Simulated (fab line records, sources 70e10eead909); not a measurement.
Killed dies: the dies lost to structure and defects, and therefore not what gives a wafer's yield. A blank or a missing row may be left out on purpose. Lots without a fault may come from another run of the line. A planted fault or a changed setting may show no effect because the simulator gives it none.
fab line records	flow nandHarc
[record] lots = 13	wafers = 38	lastDay = 24
route steps=1159 shown THIN_TSV@1102 END@1159
lots that met no fault: taken from a fault-free run of the same line
startH: start of the lot's first displayed wafer, in hours after the record's first day	waitH: hours elapsed since this lot's preceding step	" unchanged from the row above	L1.1+2: a single row standing in for several wafers	- either no value or no given start	* or withheld: withheld	< > ~ a bound
route shown NAME@n: a module of which the file shows steps, and the number in the route of the first	usual: mean and standard deviation over wafers with no fault	same: alike in all rows	chamber/n: place in a boat	sites: readings site by site	_std_site: standard deviation across them	_edge_site: outer sites' mean less inner sites'	radiusMm: for every site, how far away it sits from the centre of the wafer	mask NAME#n: copy n	behind: the most recent tool/chamber to have shaped the wafer	hold: what put the lot on hold/how long, in hours/how the hold closed	device: whichever transistor did not switch (one of n, p or np)	end of line: the same wafers' tests at the end of the route	for a step that has no rows: nothing shown but its recipe	killed: dies that structure and defects cost at the first sort, which is not the same as the wafer's yield	map: shows each die of a wafer: x if killed, . if not, _ if none is there
set.NAME: setting as actually run; set.NAME@STEP: the setting as run at that earlier step	model.NAME: the simulator's own value behind a step, which no gauge read
route steps across a sampled set of lots; one table per step, one row per wafer
services: when a tool's chamber went out of use (startH, in hours from the record's first day, below 0 if earlier), for how many hours, and the reason
[[steps]]
[step NHARC_THIN_TSV_CMP_01]
[recipe] targetThkUm = 3
[usual] edgeZonePressureFrac = 1.000/0.0054	motorCurrentA = 11.9/1
lot.wafer	tool	chamber	startH	waitH	edgeZonePressureFrac	motorCurrentA
L519.1	cmp-01	1	435.55	1.0	0.993	10.7
L519.3	"	3	"	"	1.003	11.9
L519.6	"	1	"	"	0.996	11.8
L520.2	cmp-03	0	455.23	0.9	1.001	12.9
L520.4	"	2	"	"	0.996	11.7
L520.6	"	0	"	"	0.994	13.2
L524.2	cmp-02	3	474.14	0.8	0.992	14.0
L524.4	"	1	"	"	1.005	13.1
L524.6	"	0	"	"	0.991	12.4
L525.4	cmp-02	2	475.35	0.4	0.990	12.3
L525.3	"	0	"	"	1.010	11.9
L525.5	"	3	"	"	1.001	13.4
L527.1	cmp-03	3	488.38	1.0	1.001	11.8
L527.6	"	3	"	"	0.998	12.1
L527.5	"	0	"	"	0.993	12.6
L526.4	cmp-02	3	489.62	0.5	1.001	13.5
L526.2	"	0	"	"	1.005	12.1
L526.5	"	2	"	"	1.010	11.8
L530.4	cmp-03	1	492.75	0.4	1.003	13.3
L530.1	"	3	"	"	1.003	12.8
L530.5	"	2	"	"	0.998	10.8
L529.2	cmp-03	0	501.97	0.8	0.995	12.4
L529.3	"	3	"	"	1.000	12.4
L529.6	"	1	"	"	0.999	12.9
L533.3	cmp-01	3	524.50	0.6	0.998	10.7
L533.6	"	3	"	"	0.990	11.6
L535.2	cmp-02	1	533.17	0.8	0.999	13.2
L535.3	"	3	"	"	1.002	13.1
L535.6	"	1	"	"	0.995	13.4
L539.1	cmp-01	2	542.40	1.0	0.997	10.2
L539.4	"	3	"	"	1.006	10.8
L539.6	"	2	"	"	1.000	10.2
L537.2	cmp-01	3	549.64	0.8	1.006	11.2
L537.3	"	0	"	"	1.003	12.7
L537.5	"	0	"	"	0.993	12.3
L536.3	cmp-01	3	550.85	0.6	1.002	11.3
L536.6	"	3	"	"	1.009	11.4
L536.5	"	0	"	"	0.995	12.3
[step NHARC_THIN_TSV_CD_MEAS_16]
[usual] cdNm = 1000.3/1.6
lot.wafer	tool	chamber	startH	waitH	cdNm
L519.1	cdSem-03	-	437.84	0.1	1001.1
L519.3	"	-	"	"	999.3
L519.6	"	-	"	"	1000.6
L520.2	cdSem-02	-	457.48	0.1	998.8
L520.4	"	-	"	"	1000.5
L520.6	"	-	"	"	999.6
L524.2	cdSem-01	-	476.44	0.1	1003.9
L524.4	"	-	"	"	1003.1
L524.6	"	-	"	"	1001.8
L525.3	cdSem-01	-	477.51	0.1	1000.1
L525.4	"	-	"	"	1000.2
L525.5	"	-	"	"	1001.2
L527.1	cdSem-01	-	490.54	0.1	1003.0
L527.5	"	-	"	"	1000.3
L527.6	"	-	"	"	1002.6
L526.2	cdSem-02	-	491.73	0.1	1001.5
L526.4	"	-	"	"	1000.1
L526.5	"	-	"	"	998.9
L530.1	cdSem-01	-	494.93	0.1	1002.7
L530.4	"	-	"	"	1001.9
L530.5	"	-	"	"	1001.6
L529.2	cdSem-03	-	504.25	0.1	999.1
L529.3	"	-	"	"	1000.4
L529.6	"	-	"	"	998.9
L533.3	cdSem-02	-	526.79	0.1	999.0
L533.6	"	-	"	"	999.0
L535.2	cdSem-02	-	535.33	0.1	998.1
L535.3	"	-	"	"	997.2
L535.6	"	-	"	"	996.2
L539.1	cdSem-03	-	544.67	0.1	999.7
L539.4	"	-	"	"	1001.3
L539.6	"	-	"	"	1000.1
L537.2	cdSem-03	-	551.92	0.1	1000.7
L537.3	"	-	"	"	1000.8
L537.5	"	-	"	"	1000.2
L536.3	cdSem-02	-	553.01	0.1	1000.5
L536.5	"	-	"	"	1000.7
L536.6	"	-	"	"	1000.6
[step NHARC_THIN_TSV_DEGAS_49]
[recipe] tempC = 300	timeS = 120
[usual] heaterPowerW = 469/52
lot.wafer	tool	chamber	startH	waitH	heaterPowerW
L519.1	pvdSputter-01	-	439.65	0.1	525
L519.3	"	-	"	"	446
L519.6	"	-	"	"	450
L520.2	pvdSputter-02	-	459.38	0.1	399
L520.4	"	-	"	"	460
L520.6	"	-	"	"	405
L524.4	pvdSputter-03	-	478.30	0.1	453
L524.2	"	-	"	"	405
L524.6	"	-	"	"	572
L525.4	pvdSputter-03	-	479.40	0.1	560
L525.3	"	-	"	"	470
L525.5	"	-	"	"	584
L527.1	pvdSputter-01	-	492.39	0.2	442
L527.6	"	-	"	"	420
L527.5	"	-	"	"	518
L526.2	pvdSputter-03	-	493.62	0.1	413
L526.4	"	-	"	"	468
L526.5	"	-	"	"	420
L530.1	pvdSputter-01	-	496.95	0.2	509
L530.4	"	-	"	"	538
L530.5	"	-	"	"	448
L529.2	pvdSputter-02	-	506.24	0.1	476
L529.3	"	-	"	"	409
L529.6	"	-	"	"	479
L533.3	pvdSputter-01	-	528.84	0.1	540
L533.6	"	-	"	"	431
L535.3	pvdSputter-03	-	537.16	0.1	438
L535.2	"	-	"	"	408
L535.6	"	-	"	"	406
L539.1	pvdSputter-02	-	547.34	0.1	408
L539.4	"	-	"	"	493
L539.6	"	-	"	"	408
L537.3	pvdSputter-03	-	553.72	0.1	453
L537.2	"	-	"	"	569
L537.5	"	-	"	"	402
L536.3	pvdSputter-02	-	554.85	0.1	487
L536.5	"	-	"	"	489
L536.6	"	-	"	"	403
[step NHARC_THIN_TSV_ANNEAL_58]
[recipe] tempC = 400	timeS = 1800
[usual] spikeTcBottomC = 424.1/2.2	spikeTcCentreC = 402.2/1.2	spikeTcLowerC = 399.9/1.3	spikeTcTopC = 427.8/1.6	spikeTcUpperC = 399.9/0.94	tubeCenterTempC = 400/0.035	zonePowerCentrePct = 4.81/0.28
lot.wafer	tool	chamber	startH	waitH	spikeTcBottomC	spikeTcCentreC	spikeTcLowerC	spikeTcTopC	spikeTcUpperC	tubeCenterTempC	zonePowerCentrePct
L519.1	furnace-07	0	447.23	3.0	427.3	401.9	399.9	428.0	400.8	399.99	5.29
L519.3	"	0	"	"	425.6	403.7	400.7	428.5	397.6	400.02	5.20
L519.6	"	0	"	"	428.4	400.5	400.8	430.1	399.2	400.02	5.20
L520.2	furnace-01	0	466.87	3.0	421.4	400.1	399.9	430.4	398.8	400.02	4.48
L520.4	"	0	"	"	421.5	400.8	396.7	429.0	401.9	399.99	4.49
L520.6	"	0	"	"	422.1	401.8	399.8	428.8	400.1	399.96	4.52
L524.2	furnace-06	0	485.75	2.8	423.9	404.2	397.8	425.1	401.2	399.99	4.72
L524.4	"	0	"	"	423.7	404.4	399.7	426.1	400.4	399.99	4.69
L524.6	"	0	"	"	422.9	401.6	399.5	426.3	401.1	399.95	4.78
L525.3	furnace-06	0	485.75	1.8	423.1	401.3	399.8	426.3	399.4	400.02	4.69
L525.4	"	0	"	"	424.0	403.6	400.4	426.2	398.4	399.99	4.78
L525.5	"	0	"	"	425.1	405.1	400.3	426.4	401.7	400.05	4.84
L526.2	furnace-06	0	499.88	1.6	424.5	401.7	400.2	425.2	400.6	399.98	4.77
L526.4	"	0	"	"	422.9	405.4	399.6	426.9	401.7	400.02	4.76
L526.5	"	0	"	"	424.0	402.5	400.5	428.7	401.0	399.98	4.76
L527.1	furnace-06	0	499.88	3.0	423.4	401.3	399.7	428.6	399.6	399.94	4.76
L527.5	"	0	"	"	422.8	401.7	400.4	428.2	400.6	399.99	4.67
L527.6	"	0	"	"	424.8	403.8	400.9	427.4	398.9	399.99	4.80
L530.1	furnace-06	0	504.18	2.8	447.7	425.5	423.0	446.3	423.8	399.99	5.16
L530.4	"	0	"	"	446.4	423.0	422.8	448.5	423.6	399.92	5.08
L530.5	"	0	"	"	447.2	424.5	421.7	450.5	422.6	400.07	5.11
L529.2	furnace-07	0	512.88	2.0	427.6	402.1	400.5	428.1	399.9	399.97	5.34
L529.3	"	0	"	"	425.8	402.0	400.5	429.5	398.3	399.97	5.31
L529.6	"	0	"	"	424.3	402.6	403.2	427.7	398.5	400.01	5.24
L533.3	furnace-06	0	536.19	2.8	446.9	425.3	423.2	447.6	423.3	399.99	5.15
L533.6	"	0	"	"	446.1	426.0	423.9	448.7	422.5	400	5.10
L535.2	furnace-01	0	546.84	4.8	421.9	400.8	398.6	430.2	400.0	400	4.49
L535.3	"	0	"	"	421.5	402.8	397.7	430.3	399.8	400.01	4.50
L535.6	"	0	"	"	421.4	402.1	398.6	428.8	400.6	400.02	4.53
L539.1	furnace-07	0	554.98	3.0	427.2	400.7	400.7	428.3	399.4	399.95	5.24
L539.4	"	0	"	"	426.1	402.8	401.5	427.1	398.3	399.96	5.18
L539.6	"	0	"	"	428.6	402.9	402.3	426.6	398.6	399.99	5.21
L536.3	furnace-01	0	561.28	1.8	422.2	401.3	397.8	429.5	399.4	399.95	4.53
L536.5	"	0	"	"	418.4	402.4	399.5	427.4	399.5	399.94	4.54
L536.6	"	0	"	"	421.3	402.2	397.0	429.5	400.7	399.98	4.49
L537.2	furnace-01	0	561.28	3.0	421.6	401.1	398.6	430.9	400.7	400.02	4.62
L537.3	"	0	"	"	421.4	399.6	396.8	429.9	401.5	400.05	4.48
L537.5	"	0	"	"	420.4	400.9	399.3	429.3	399.7	400.06	4.52
[step NHARC_END_SORT_01]
[recipe] tempC = 25
[usual] defectLimitedYield = 95.7/1.5	killedAtArray = 26/9.9	killedAtOther = 0.8/1	killedAtPeriphery = 2.8/2.2	killedDies = 29/9.9	killedOpen = 3.2/1.8	killedShort = 2.1/1.4	sort_bin_2_pct = 1.3/0.54	sort_bin_3_pct = 0.23/0.2	sort_bin_4_pct = 2.8/1	sortNPass = 648/9.9	sortRimYieldPct = 95/3.5	sortYieldPct = 95.7/1.5
[same] grossDies = 677	sort_bin_5_pct[%] = 0	sort_bin_6_pct[%] = 0	sort_bin_7_pct[%] = 0	sort_bin_8_pct[%] = 0	sortRimNGross = 106.00
lot.wafer	tool	chamber	startH	waitH	defectLimitedYield[%]	killedAtArray	killedAtOther	killedAtPeriphery	killedDies	killedOpen	killedShort	sort_bin_2_pct[%]	sort_bin_3_pct[%]	sort_bin_4_pct[%]	sortNPass	sortRimYieldPct[%]	sortYieldPct[%]
L519.1	prober-01	0	451.70	2.5	98.5	9	0	1	10	0	3	0.6	0.15	0.7	667	98	98.5
L519.3	prober-01	0	453.34	3.1	98.5	10	0	0	10	1	1	0.4	0.30	0.7	667	100	98.5
L519.6	prober-01	0	455.79	4.1	97.8	13	0	2	15	4	3	0.9	0	1.3	662	99	97.8
L520.2	prober-01	0	472.17	2.8	96.3	19	1	5	25	4	3	1.2	0.30	2.2	652	92	96.3
L520.4	prober-01	0	473.78	3.4	96.5	20	4	0	24	1	1	0.7	0	2.8	653	95	96.5
L520.6	prober-01	0	475.40	4.0	96.6	22	1	0	23	0	1	0.7	0.15	2.5	654	98	96.6
L524.2	prober-01	0	491.08	2.8	92.6	48	0	2	50	3	3	2.2	0.59	4.6	627	93	92.6
L524.4	prober-01	0	492.68	3.4	93.4	42	1	2	45	3	0	1.8	0.15	4.7	632	88	93.4
L524.6	prober-01	0	494.28	4.0	94.1	35	1	4	40	2	5	2.5	0	3.4	637	92	94.1
L525.3	prober-02	0	498.12	3.1	96.3	24	0	1	25	4	3	1.2	0.30	2.2	652	96	96.3
L525.4	prober-02	0	498.94	3.4	97.3	16	1	1	18	2	3	1.3	0.15	1.2	659	99	97.3
L525.5	prober-02	0	499.75	3.7	97.2	17	2	0	19	1	0	1.0	0.15	1.6	658	99	97.2
L527.1	prober-02	0	504.44	2.5	93.5	43	0	1	44	3	1	1.5	0.44	4.6	633	94	93.5
L527.5	prober-02	0	507.66	3.7	95.0	30	2	2	34	0	1	1.6	0.15	3.2	643	90	95.0
L527.6	prober-02	0	508.46	4.0	95.0	31	0	3	34	4	0	2.1	0.44	2.5	643	97	95.0
L526.2	prober-01	0	505.13	2.8	97.5	15	1	1	17	3	2	0.4	0.30	1.8	660	99	97.5
L526.4	prober-01	0	506.73	3.4	97.0	19	0	1	20	2	3	0.6	0.30	2.1	657	98	97.0
L526.5	prober-01	0	507.52	3.7	97.0	18	0	2	20	1	0	1.2	0.30	1.5	657	97	97.0
L530.1	prober-01	0	512.10	2.5	98.1	12	0	1	13	2	2	1.0	0.15	0.7	664	97	98.1
L530.4	prober-01	0	514.50	3.4	96.8	21	0	1	22	6	4	0.6	0.15	2.5	655	96	96.8
L530.5	prober-01	0	515.30	3.7	96.8	19	0	3	22	6	7	1.0	0.15	2.1	655	99	96.8
L529.2	prober-01	0	520.74	2.8	94.2	35	1	3	39	4	3	1.6	0.30	3.8	638	94	94.2
L529.3	prober-01	0	521.54	3.1	94.4	36	0	2	38	2	1	1.3	0.59	3.7	639	93	94.4
L529.6	prober-01	0	523.94	4.0	94.5	35	0	2	37	4	1	1.8	0.30	3.4	640	92	94.5
L535.2	prober-01	0	552.13	2.8	95.0	29	2	3	34	5	2	1.3	0.15	3.5	643	93	95.0
L535.3	prober-01	0	552.93	3.1	97.9	12	1	1	14	3	3	0.6	0	1.5	663	100	97.9
L535.6	prober-01	0	555.34	4.0	97.9	12	1	1	14	1	1	0.6	0.15	1.3	663	98	97.9
L539.1	prober-02	0	559.45	2.5	95.4	20	3	8	31	3	0	1.5	0.44	2.7	646	96	95.4
L539.4	prober-02	0	561.86	3.4	95.4	26	2	3	31	3	1	1.2	0.30	3.1	646	93	95.4
L539.6	prober-02	0	563.46	4.0	96.2	20	1	5	26	0	2	1.5	0.44	1.9	651	95	96.2
L536.3	prober-01	0	567.41	3.1	93.5	41	0	3	44	5	2	2.1	0.44	4.0	633	86	93.5
L536.5	prober-01	0	569.02	3.7	92.6	49	1	0	50	3	3	2.1	0.74	4.6	627	81	92.6
L536.6	prober-01	0	569.82	4.0	93.2	44	0	2	46	0	3	2.5	0	4.3	631	92	93.2
L537.2	prober-02	0	568.06	2.8	94.7	33	1	2	36	1	3	0.9	0.59	3.8	641	93	94.7
L537.3	prober-02	0	568.84	3.1	93.9	39	2	0	41	1	1	1.9	0.44	3.7	636	99	93.9
L537.5	prober-02	0	570.42	3.6	93.9	35	3	3	41	2	2	1.0	0.74	4.3	636	99	93.9
// killed by level:class
L519.1 A_CONTACT:chamberFilmFlake=3 A_CHANNEL_HOLE_D1:chamberFilmFlake=2 P_GATE:geometricParticle:short=1 A_ONON_D1:geometricParticle:short=1 A_CHANNEL_FILL_D1:geometricParticle:short=1 A_SLIT:chamberFilmFlake=1 A_WL_FILL:chamberFilmFlake=1
L519.3 A_CHANNEL_HOLE_D1:chamberFilmFlake=2 A_CHANNEL_FILL_D1:chamberFilmFlake=2 A_CONTACT:chamberFilmFlake=2 A_WL_FILL:geometricParticle:short=1 A_CONTACT:geometricParticle:open=1 A_SLIT:chamberFilmFlake=1 A_WL_FILL:chamberFilmFlake=1
L519.6 P_M0:geometricParticle:open=2 A_CHANNEL_HOLE_D1:chamberFilmFlake=2 A_CONTACT:chamberFilmFlake=2 A_SOURCE_PLATE:geometricParticle:short=1 A_CHANNEL_FILL_D1:geometricParticle:open=1 A_CHANNEL_FILL_D1:geometricParticle:short=1 A_M1:geometricParticle:open=1 A_M1:geometricParticle:short=1
L520.2 A_SLIT:chamberFilmFlake=5 A_BONDPAD:chamberFilmFlake=4 A_CHANNEL_HOLE_D1:chamberFilmFlake=3 P_M1:chamberFilmFlake=2 P_M0:geometricParticle:open=1 P_M1:geometricParticle:open=1 A_ONON_D1:geometricParticle:short=1 A_CHANNEL_FILL_D1:geometricParticle:open=1
L520.4 A_SLIT:chamberFilmFlake=7 THIN_TSV:chamberFilmFlake=4 A_STAIRCASE:chamberFilmFlake=3 A_CHANNEL_HOLE_D1:chamberFilmFlake=2 A_CONTACT:chamberFilmFlake=2 A_CHANNEL_FILL_D1:geometricParticle:short=1 A_M1:geometricParticle:open=1 A_ZERO_WELL:chamberFilmFlake=1
L520.6 A_SLIT:chamberFilmFlake=9 A_CHANNEL_HOLE_D1:chamberFilmFlake=4 A_STAIRCASE:chamberFilmFlake=4 A_BONDPAD:chamberFilmFlake=2 A_SOURCE_PLATE:geometricParticle:short=1 A_ZERO_WELL:chamberFilmFlake=1 A_CONTACT:chamberFilmFlake=1 THIN_TSV:chamberFilmFlake=1
L524.2 A_CHANNEL_HOLE_D1:chamberFilmFlake=18 A_SLIT:chamberFilmFlake=15 A_STAIRCASE:chamberFilmFlake=8 A_CONTACT:chamberFilmFlake=3 P_GATE:geometricParticle:short=1 P_CONTACT:geometricParticle:open=1 A_CHANNEL_HOLE_D1:geometricParticle:short=1 A_SGD_CUT:geometricParticle:open=1
L524.4 A_CHANNEL_HOLE_D1:chamberFilmFlake=18 A_SLIT:chamberFilmFlake=13 A_STAIRCASE:chamberFilmFlake=5 P_STI:chamberFilmFlake=2 A_CONTACT:chamberFilmFlake=2 A_ONON_D1:geometricParticle:open=1 A_WL_FILL:geometricParticle:open=1 STARTING-WAFER:geometricParticle:open=1
L524.6 A_CHANNEL_HOLE_D1:chamberFilmFlake=14 A_SLIT:chamberFilmFlake=11 A_ONON_D1:geometricParticle:short=2 P_ZERO_WELL:chamberFilmFlake=2 A_CONTACT:chamberFilmFlake=2 P_GATE:geometricParticle:short=1 P_CONTACT:geometricParticle:open=1 A_CHANNEL_FILL_D1:geometricParticle:short=1
L525.3 A_CONTACT:chamberFilmFlake=8 A_CONTACT:geometricParticle:open=3 A_CHANNEL_FILL_D1:chamberFilmFlake=3 A_STAIRCASE:chamberFilmFlake=3 A_SGD_CUT:geometricParticle:short=2 A_CHANNEL_HOLE_D1:chamberFilmFlake=2 A_CHANNEL_FILL_D1:geometricParticle:short=1 A_WL_FILL:geometricParticle:open=1
L525.4 A_STAIRCASE:chamberFilmFlake=4 A_CONTACT:chamberFilmFlake=4 A_CHANNEL_FILL_D1:geometricParticle:short=2 A_CHANNEL_FILL_D1:geometricParticle:open=1 A_SGD_CUT:geometricParticle:short=1 A_CONTACT:geometricParticle:open=1 P_GATE:chamberFilmFlake=1 A_ZERO_WELL:chamberFilmFlake=1
L525.5 A_CONTACT:chamberFilmFlake=7 A_STAIRCASE:chamberFilmFlake=5 A_CHANNEL_HOLE_D1:chamberFilmFlake=3 HYBRID_BOND:chamberFilmFlake=2 A_BLC:geometricParticle:open=1 A_WL_FILL:chamberFilmFlake=1
L527.1 A_CHANNEL_HOLE_D1:chamberFilmFlake=17 A_SLIT:chamberFilmFlake=14 A_SGD_CUT:chamberFilmFlake=4 A_CONTACT:chamberFilmFlake=2 A_ONON_D1:geometricParticle:short=1 A_BLC:geometricParticle:open=1 A_M0:geometricParticle:open=1 A_M1:geometricParticle:open=1
L526.2 A_CONTACT:chamberFilmFlake=7 A_STAIRCASE:chamberFilmFlake=3 A_CONTACT:geometricParticle:open=2 P_GATE:geometricParticle:open=1 A_WL_FILL:geometricParticle:short=1 STARTING-WAFER:geometricParticle:short=1 A_CHANNEL_HOLE_D1:chamberFilmFlake=1 A_CHANNEL_FILL_D1:chamberFilmFlake=1
L526.4 A_STAIRCASE:chamberFilmFlake=6 A_CONTACT:chamberFilmFlake=6 A_CHANNEL_FILL_D1:geometricParticle:open=2 A_CHANNEL_HOLE_D1:chamberFilmFlake=2 A_CHANNEL_FILL_D1:geometricParticle:short=1 A_WL_FILL:geometricParticle:short=1 A_CONTACT:geometricParticle:short=1 P_ZERO_WELL:chamberFilmFlake=1
L526.5 A_STAIRCASE:chamberFilmFlake=7 A_CHANNEL_HOLE_D1:chamberFilmFlake=5 A_CONTACT:chamberFilmFlake=4 P_M0:geometricParticle:open=1 P_GATE:chamberFilmFlake=1 A_SLIT:chamberFilmFlake=1 A_BLC:chamberFilmFlake=1
L527.5 A_CHANNEL_HOLE_D1:chamberFilmFlake=12 A_SLIT:chamberFilmFlake=6 A_STAIRCASE:chamberFilmFlake=3 A_SGD_CUT:chamberFilmFlake=3 P_STI:chamberFilmFlake=2 A_ZERO_WELL:chamberFilmFlake=2 THIN_TSV:chamberFilmFlake=2 A_M0:geometricParticle:short=1
L527.6 A_SLIT:chamberFilmFlake=12 A_CHANNEL_HOLE_D1:chamberFilmFlake=10 A_SGD_CUT:chamberFilmFlake=3 A_CONTACT:chamberFilmFlake=2 P_CONTACT:geometricParticle:open=1 A_CHANNEL_HOLE_D1:geometricParticle:open=1 A_BLC:geometricParticle:open=1 A_M1:geometricParticle:open=1
L530.1 A_CHANNEL_HOLE_D1:chamberFilmFlake=4 A_WL_FILL:chamberFilmFlake=2 P_M0:geometricParticle:open=1 A_ONON_D1:geometricParticle:short=1 A_SGD_CUT:geometricParticle:open=1 A_WL_FILL:geometricParticle:short=1 A_CHANNEL_FILL_D1:chamberFilmFlake=1 A_STAIRCASE:chamberFilmFlake=1
L530.4 A_CHANNEL_HOLE_D1:chamberFilmFlake=4 A_CONTACT:chamberFilmFlake=4 A_CHANNEL_FILL_D1:geometricParticle:open=3 A_WL_FILL:geometricParticle:open=2 A_STAIRCASE:chamberFilmFlake=2 P_M1:geometricParticle:short=1 A_ONON_D1:geometricParticle:short=1 A_CHANNEL_FILL_D1:geometricParticle:short=1
L530.5 A_CONTACT:chamberFilmFlake=3 P_GATE:geometricParticle:open=2 A_CHANNEL_FILL_D1:geometricParticle:short=2 A_SGD_CUT:geometricParticle:short=2 A_WL_FILL:geometricParticle:short=2 A_CONTACT:geometricParticle:open=2 A_CHANNEL_HOLE_D1:chamberFilmFlake=2 P_M0:geometricParticle:open=1
L529.2 A_CHANNEL_HOLE_D1:chamberFilmFlake=17 A_STAIRCASE:chamberFilmFlake=10 A_CONTACT:chamberFilmFlake=3 A_SGD_CUT:geometricParticle:short=2 P_M0:geometricParticle:open=1 A_SOURCE_PLATE:geometricParticle:short=1 A_CHANNEL_FILL_D1:geometricParticle:open=1 A_WL_FILL:geometricParticle:open=1
L529.3 A_CHANNEL_HOLE_D1:chamberFilmFlake=17 A_STAIRCASE:chamberFilmFlake=12 A_CONTACT:chamberFilmFlake=4 P_M1:geometricParticle:open=1 A_WL_FILL:geometricParticle:short=1 A_CONTACT:geometricParticle:open=1 P_GATE:chamberFilmFlake=1 A_WL_FILL:chamberFilmFlake=1
L529.6 A_CHANNEL_HOLE_D1:chamberFilmFlake=19 A_CONTACT:chamberFilmFlake=6 A_STAIRCASE:chamberFilmFlake=5 P_GATE:chamberFilmFlake=2 A_ONON_D1:geometricParticle:open=1 A_CHANNEL_FILL_D1:geometricParticle:open=1 A_WL_FILL:geometricParticle:short=1 A_CONTACT:geometricParticle:open=1
L535.2 A_CONTACT:chamberFilmFlake=13 A_CHANNEL_HOLE_D1:chamberFilmFlake=6 A_CONTACT:geometricParticle:open=2 P_STI:chamberFilmFlake=2 A_WL_FILL:chamberFilmFlake=2 THIN_TSV:chamberFilmFlake=2 A_ONON_D1:geometricParticle:open=1 A_SGD_CUT:geometricParticle:open=1
L535.3 A_CHANNEL_HOLE_D1:chamberFilmFlake=3 A_CONTACT:chamberFilmFlake=2 A_SOURCE_PLATE:geometricParticle:short=1 A_ONON_D1:geometricParticle:open=1 A_CHANNEL_HOLE_D1:geometricParticle:open=1 A_SGD_CUT:geometricParticle:short=1 A_WL_FILL:geometricParticle:short=1 A_CONTACT:geometricParticle:open=1
L535.6 A_CONTACT:chamberFilmFlake=5 A_WL_FILL:chamberFilmFlake=3 A_SGD_CUT:geometricParticle:open=1 A_CONTACT:geometricParticle:short=1 P_STI:chamberFilmFlake=1 A_CHANNEL_HOLE_D1:chamberFilmFlake=1 A_STAIRCASE:chamberFilmFlake=1 THIN_TSV:chamberFilmFlake=1
L539.1 A_CHANNEL_HOLE_D1:chamberFilmFlake=15 P_M1:chamberFilmFlake=5 A_STAIRCASE:chamberFilmFlake=3 THIN_TSV:chamberFilmFlake=3 P_GATE:geometricParticle:open=1 P_M0:geometricParticle:open=1 A_CONTACT:geometricParticle:open=1 P_ZERO_WELL:chamberFilmFlake=1
L539.4 A_CHANNEL_HOLE_D1:chamberFilmFlake=22 THIN_TSV:chamberFilmFlake=2 P_CONTACT:geometricParticle:short=1 A_CHANNEL_HOLE_D1:geometricParticle:open=1 A_SGD_CUT:geometricParticle:open=1 A_WL_FILL:geometricParticle:open=1 P_GATE:chamberFilmFlake=1 P_M1:chamberFilmFlake=1
L539.6 A_CHANNEL_HOLE_D1:chamberFilmFlake=15 P_M1:chamberFilmFlake=3 A_CONTACT:chamberFilmFlake=2 A_ONON_D1:geometricParticle:short=1 A_CHANNEL_FILL_D1:geometricParticle:short=1 P_ZERO_WELL:chamberFilmFlake=1 P_GATE:chamberFilmFlake=1 A_ZERO_WELL:chamberFilmFlake=1
L536.3 A_CHANNEL_HOLE_D1:chamberFilmFlake=19 A_SLIT:chamberFilmFlake=9 A_WL_FILL:chamberFilmFlake=5 A_CONTACT:chamberFilmFlake=3 A_CONTACT:geometricParticle:open=2 P_CONTACT:geometricParticle:open=1 P_M0:geometricParticle:open=1 A_ONON_D1:geometricParticle:short=1
L537.2 A_SLIT:chamberFilmFlake=20 A_CHANNEL_HOLE_D1:chamberFilmFlake=6 P_CONTACT:geometricParticle:short=2 A_STAIRCASE:chamberFilmFlake=2 A_WL_FILL:chamberFilmFlake=2 A_ONON_D1:geometricParticle:open=1 A_WL_FILL:geometricParticle:short=1 A_CONTACT:chamberFilmFlake=1
L537.3 A_SLIT:chamberFilmFlake=20 A_CHANNEL_HOLE_D1:chamberFilmFlake=10 A_WL_FILL:chamberFilmFlake=3 A_STAIRCASE:chamberFilmFlake=2 A_CONTACT:chamberFilmFlake=2 A_CHANNEL_FILL_D1:geometricParticle:short=1 A_M1:geometricParticle:open=1 HYBRID_BOND:chamberFilmFlake=1
L536.5 A_CHANNEL_HOLE_D1:chamberFilmFlake=21 A_SLIT:chamberFilmFlake=14 A_WL_FILL:chamberFilmFlake=4 A_CONTACT:chamberFilmFlake=4 A_CHANNEL_FILL_D1:geometricParticle:open=2 A_ONON_D1:geometricParticle:open=1 A_CHANNEL_FILL_D1:geometricParticle:short=1 A_SGD_CUT:geometricParticle:short=1
L536.6 A_SLIT:chamberFilmFlake=20 A_CHANNEL_HOLE_D1:chamberFilmFlake=14 A_WL_FILL:chamberFilmFlake=4 A_CONTACT:chamberFilmFlake=4 P_M1:geometricParticle:short=1 A_ONON_D1:geometricParticle:short=1 A_CHANNEL_FILL_D1:geometricParticle:short=1 P_M0:chamberFilmFlake=1
L537.5 A_SLIT:chamberFilmFlake=22 A_CHANNEL_HOLE_D1:chamberFilmFlake=5 A_STAIRCASE:chamberFilmFlake=4 THIN_TSV:chamberFilmFlake=3 P_GATE:geometricParticle:short=1 P_M0:geometricParticle:open=1 A_ONON_D1:geometricParticle:open=1 A_M1:geometricParticle:short=1
[[services]]
tool	chamber	startH	hours	kind
cmp-01	-	412.07	3.7	repair
cmp-02	-	422.71	4.0	pm
cmp-02	-	426.71	-	consumableReplace:conditioner
cmp-02	-	426.71	-	consumableReplace:pad
pvdSputter-01	-	435.69	2.1	repair
cmp-03	-	442.01	0.3	repair
cmp-03	-	450.09	4.0	pm
cmp-02	-	450.83	1.1	repair
cmp-03	-	454.09	-	consumableReplace:conditioner
cmp-03	-	454.09	-	consumableReplace:pad
pvdSputter-03	-	458.00	10.0	pm
pvdSputter-03	-	471.96	0.8	repair
cmp-01	-	473.65	4.0	pm
cmp-01	-	477.65	-	consumableReplace:conditioner
cmp-01	-	477.65	-	consumableReplace:pad
cmp-01	-	492.59	4.4	repair
pvdSputter-01	-	498.02	3.1	repair
furnace-01	-	500.04	26.0	pm
pvdSputter-03	-	507.90	2.0	repair
pvdSputter-01	-	518.10	10.0	pm
cmp-02	-	520.71	4.0	pm
pvdSputter-03	-	522.58	3.6	repair
cmp-02	-	543.27	2.5	repair
cmp-03	-	548.09	4.0	pm
[[key]]
[firstSign] step = NHARC_THIN_TSV_ANNEAL_58	reading = spikeTcUpperC	direction = up	sigmas = 25	usual = 399.9	struck = 423.1
[effect] step = NHARC_THIN_TSV_ANNEAL_58	reading = spikeTcCentreC	direction = up	sigmas = 19	usual = 402.2	struck = 424.9
metAt NHARC_THIN_TSV_ANNEAL_58
struckLots L530,L533
sortLeftOut L533.3,L533.6
testerLeftOut L533
notActingAt NHARC_THIN_TSV_CMP_01,NHARC_THIN_TSV_CD_MEAS_16,NHARC_THIN_TSV_DEGAS_49
onsetBetween 499.88 504.18
[earlierFault] kind = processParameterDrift	tool = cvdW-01	chamber = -	onsetH = 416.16	steps = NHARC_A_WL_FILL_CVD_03	channel = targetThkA	offset = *	shape = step	actsIn = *	stated = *
[fault] kind = processParameterDrift	tool = furnace-06	chamber = -	onsetH = 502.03	steps = NHARC_THIN_TSV_ANNEAL_58	channel = tempC	offset = *	shape = step	actsIn = *	stated = *
// testerLeftOut: of these lots the tester's yield and bins aren't shown, on N5 and GAA mostly nor the transistor test; their killed dies are dies lost to structure and defects alone, not to doping, threshold or leakage, so they don't give the yield
// sortLeftOut: the simulated sort isn't trusted on such a fault, so these wafers' sort isn't shown, and their yield isn't known
